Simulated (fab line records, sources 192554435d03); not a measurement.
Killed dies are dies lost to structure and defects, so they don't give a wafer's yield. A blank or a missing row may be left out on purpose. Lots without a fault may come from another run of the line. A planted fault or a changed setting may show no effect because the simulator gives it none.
Problem report in the 8D (eight disciplines) form, filled by code | flow n5_finfet | the parts of the form that need people (team, actions taken, sign-off) are left out

1. THE PROBLEM
power_w at N5_FIN_CUT_STRIP_22 reads a mean of 606.9 W on 2 wafers of 2 lots; wafers without a fault read 500.0 W with a standard deviation of 1.4. That is +76 standard deviations from the usual mean.
The step: strips in N2/H2.
First seen on wafer L579.5, day 4 04:30, on rie_diel-04. The record holds 27 wafers of 9 lots with a number at this step. Rule for "out", or "out of limits": more than 4 standard deviations from the usual mean. The other wafers with a number count as sound.

2. WHAT IT IS AND WHAT IT IS NOT
question                    | is               | is not
which readings at this step | power_w          | drypump_motor_current_A, oes_product_au, rf_vpp_V, showerhead_plenum_p_Torr, throttle_valve_pct
which lots                  | L579, L580       | L571, L572, L573, L584, L586, L588, L592
which wafers of those lots  | L579.5, L580.5   | L579.2, L579.4, L580.1, L580.2
read on which tools         | rie_diel-04      | rie_diel-02, rie_diel-05
when                        | from day 4 04:30 | up to then (11 sound wafers); but 14 sound wafers of L580, L584, L586, L588, L592 came after

3. SUSPECTS, AND WHAT RULES EACH OUT
Counting: a tool at a process step up to the reading stays a suspect if it ran every lot that is out. Sound lots after the first of them don't rule it out here, since some wafers of a struck lot are sound.
- rie_diel-04 at N5_FIN_CUT_STRIP_22 (strips in N2/H2): kept. It ran every lot that is out, first L579 (day 4 04:30); its last sound lot up to then is L572 (day 2 10:37). Its own readings are out on those wafers: power_w.
- Within rie_diel-04 at N5_FIN_CUT_STRIP_22: the wafers that are out ran in chamber 0; their sound lot-mates ran in chambers 1, 2, 3.
Left after counting: rie_diel-04 at N5_FIN_CUT_STRIP_22.

4. THE CAUSE (what the simulator had put in)
Process parameter drift: rie_diel-04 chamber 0, from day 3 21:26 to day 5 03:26, at N5_FIN_CUT_STRIP_22. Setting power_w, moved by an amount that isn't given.
Counting left only this tool.

5. THE CHAIN OF EFFECTS, in route order
Each row: a reading whose mean over the struck wafers that have a number lies more than 3 standard deviations from the usual. Only readings for which the record gives a usual standard deviation are gone through. hours: the time from each lot's start at the first step in this table that gives one to its start at this step, as a median over the lots. sigmas: the change in usual standard deviations.
hours | step                | reading | usual   | on struck wafers | change | sigmas
0     | N5_FIN_CUT_STRIP_22 | power_w | 500.0 W | 606.9            | +106.9 | +76
The process steps in it:
- N5_FIN_CUT_STRIP_22: strips in N2/H2.
Later measuring or inspecting steps at which every struck wafer that the step has a row for has a number for every such reading, and none has moved that far: N5_BEOL_M4_RC_MEAS_101.

6. WHAT WOULD HAVE CAUGHT IT SOONER
In this record the first reading out of limits was taken at day 4 04:30, 7 hours after the fault began at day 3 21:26.
